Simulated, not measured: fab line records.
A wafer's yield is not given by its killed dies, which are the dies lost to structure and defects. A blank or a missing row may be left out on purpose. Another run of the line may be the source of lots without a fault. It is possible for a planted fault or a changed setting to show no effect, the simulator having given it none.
The tool behind it: which one? + flow nand_harc + Sampling: 14 lots, 42 wafers, 3 of 1302 route steps

## WHAT THE GAUGES READ, wafer by wafer
NHARC_P_BONDPAD_THK_MEAS_20: measures by xrf. Usual: thk_nm 160.6 nm, standard deviation 1.4.
| lot  | measured     | on            | thk_nm (nm)       | flag |
|------|--------------|---------------|-------------------|------|
| L875 | day 5 22:19  | film_metro-02 | 159.5 159.7 162.2 |      |
| L876 | day 6 02:14  | film_metro-01 | 161.6 159.4 162.6 |      |
| L877 | day 6 11:49  | film_metro-02 | 159.4 158.4 159.0 |      |
| L879 | day 7 09:31  | film_metro-02 | 158.5 157.9 159.2 |      |
| L881 | day 8 08:34  | film_metro-02 | 157.5 160.6 159.1 |      |
| L884 | day 9 18:59  | film_metro-02 | 160.5 160.4 161.4 |      |
| L886 | day 10 04:19 | film_metro-02 | 162.0 160.3 159.7 |      |
| L887 | day 10 18:30 | film_metro-01 | 159.6 159.6 163.0 |      |
| L888 | day 11 02:45 | film_metro-01 | 160.4 160.0 159.8 |      |
| L892 | day 13 02:29 | film_metro-02 | 156.9 159.9 160.9 |      |
| L895 | day 13 22:46 | film_metro-01 | 161.0 160.2 162.4 |      |
| L896 | day 14 16:35 | film_metro-01 | 159.5 160.4 158.1 |      |
| L897 | day 14 21:21 | film_metro-01 | 161.1 159.4 160.0 |      |
| L898 | day 15 04:32 | film_metro-02 | 162.9 160.1 160.4 |      |

NHARC_A_ZERO_WELL_CD_MEAS_10 targets a cd of 2000 nm. Usual: cd_nm 2000.2 nm, standard deviation 2.
| lot  | measured     | on        | cd_nm (nm)           | flag |
|------|--------------|-----------|----------------------|------|
| L875 | day 5 23:50  | cd_sem-02 | 2001.2 2000.7 2002.5 |      |
| L876 | day 6 03:44  | cd_sem-01 | 2000.1 2000.0 1998.4 |      |
| L877 | day 6 13:19  | cd_sem-01 | 2000.9 1997.1 1999.6 |      |
| L879 | day 7 11:02  | cd_sem-03 | 1998.9 2001.4 1998.5 |      |
| L881 | day 8 10:05  | cd_sem-02 | 1998.3 1997.0 1998.7 |      |
| L884 | day 9 20:32  | cd_sem-01 | 2002.0 2001.8 2001.9 |      |
| L886 | day 10 05:50 | cd_sem-01 | 1997.3 1998.4 1999.7 |      |
| L887 | day 10 19:53 | cd_sem-03 | - - -                | OFF  |
| L888 | day 11 04:16 | cd_sem-01 | - - -                | OFF  |
| L892 | day 13 03:55 | cd_sem-01 | 2001.1 2000.0 1999.9 |      |
| L895 | day 14 00:10 | cd_sem-01 | 2002.9 2000.1 2004.7 |      |
| L896 | day 14 18:07 | cd_sem-02 | 1996.2 1999.9 1996.4 |      |
| L897 | day 14 22:46 | cd_sem-01 | 2001.5 2000.9 2000.1 |      |
| L898 | day 15 05:57 | cd_sem-02 | 1998.7 2005.1 2000.9 |      |

## WHICH TOOL RAN EACH LOT (tool, then ch and the chambers of the sampled wafers, then the start)
| lot  | NHARC_A_ZERO_WELL_PEB_08          |
|------|-----------------------------------|
| L875 | litho_track-02 ch 0, day 5 23:44  |
| L876 | litho_track-05 ch 0, day 6 03:40  |
| L877 | litho_track-07 ch 0, day 6 13:14  |
| L879 | litho_track-07 ch 0, day 7 10:56  |
| L881 | litho_track-07 ch 0, day 8 09:59  |
| L884 | litho_track-02 ch 0, day 9 20:26  |
| L886 | litho_track-07 ch 0, day 10 05:44 |
| L887 | litho_track-07, day 10 19:48      |
| L888 | litho_track-02, day 11 04:11      |
| L892 | litho_track-02 ch 0, day 13 03:50 |
| L895 | litho_track-02 ch 0, day 14 00:04 |
| L896 | litho_track-07 ch 0, day 14 18:02 |
| L897 | litho_track-05 ch 0, day 14 22:41 |
| L898 | litho_track-02 ch 0, day 15 05:52 |
- NHARC_A_ZERO_WELL_PEB_08: peb time 80 s.

## AS READ BY THE TOOLS THEMSELVES (means over the sampled wafers that have a number; for cases with no such wafer, the mark the record gives instead)
NHARC_A_ZERO_WELL_PEB_08. Usual: chill_plate_temp_C 22.98 C, standard deviation 0.1; exhaust_pa 44.9 Pa, standard deviation 0.82.
| lot  | tool           | chill_plate_temp_C (C) | exhaust_pa (Pa) | flag |
|------|----------------|------------------------|-----------------|------|
| L875 | litho_track-02 | 23.01                  | 44.3            |      |
| L876 | litho_track-05 | 23.04                  | 44.8            |      |
| L877 | litho_track-07 | 22.92                  | 45.5            |      |
| L879 | litho_track-07 | 22.83                  | 45.2            |      |
| L881 | litho_track-07 | 23.03                  | 45.3            |      |
| L884 | litho_track-02 | 22.97                  | 44.4            |      |
| L886 | litho_track-07 | 22.97                  | 44.7            |      |
| L887 | litho_track-07 | -                      | -               | OFF  |
| L888 | litho_track-02 | -                      | -               | OFF  |
| L892 | litho_track-02 | 23.07                  | 45.0            |      |
| L895 | litho_track-02 | 23.08                  | 44.7            |      |
| L896 | litho_track-07 | 22.80                  | 44.6            |      |
| L897 | litho_track-05 | 22.97                  | 45.2            |      |
| L898 | litho_track-02 | 22.99                  | 45.3            |      |

## THE ANSWER, worked out from the rows above alone
Rule: a lot is off if the mean of its wafers that have a number lies more than 3 standard deviations from the usual mean. Also off: a lot with no number at a reading for which 4 or more lots have one. The other lots that the step has rows for count as sound. The gauges are gone through in route order, then the tools' own readings, and for those a lot's mean is taken as printed above. The first step at which some lot is off is used, and at that step the reading that is off furthest; a lot without a number counts as furthest.
Off: L887, L888 (NHARC_A_ZERO_WELL_CD_MEAS_10, cd_nm). Without a number there: L887, L888.
A tool fits if, at a process step before that reading, it ran every lot that is off, and no sound lot after the first of them. The gauges at NHARC_A_ZERO_WELL_CD_MEAS_10 aren't tried: what is off there is off at NHARC_A_ZERO_WELL_PEB_08 too, on other tools, and a gauge's error can't cause that. Not one of the candidates tried fits.

## WHAT THE SIMULATOR HAD INSERTED
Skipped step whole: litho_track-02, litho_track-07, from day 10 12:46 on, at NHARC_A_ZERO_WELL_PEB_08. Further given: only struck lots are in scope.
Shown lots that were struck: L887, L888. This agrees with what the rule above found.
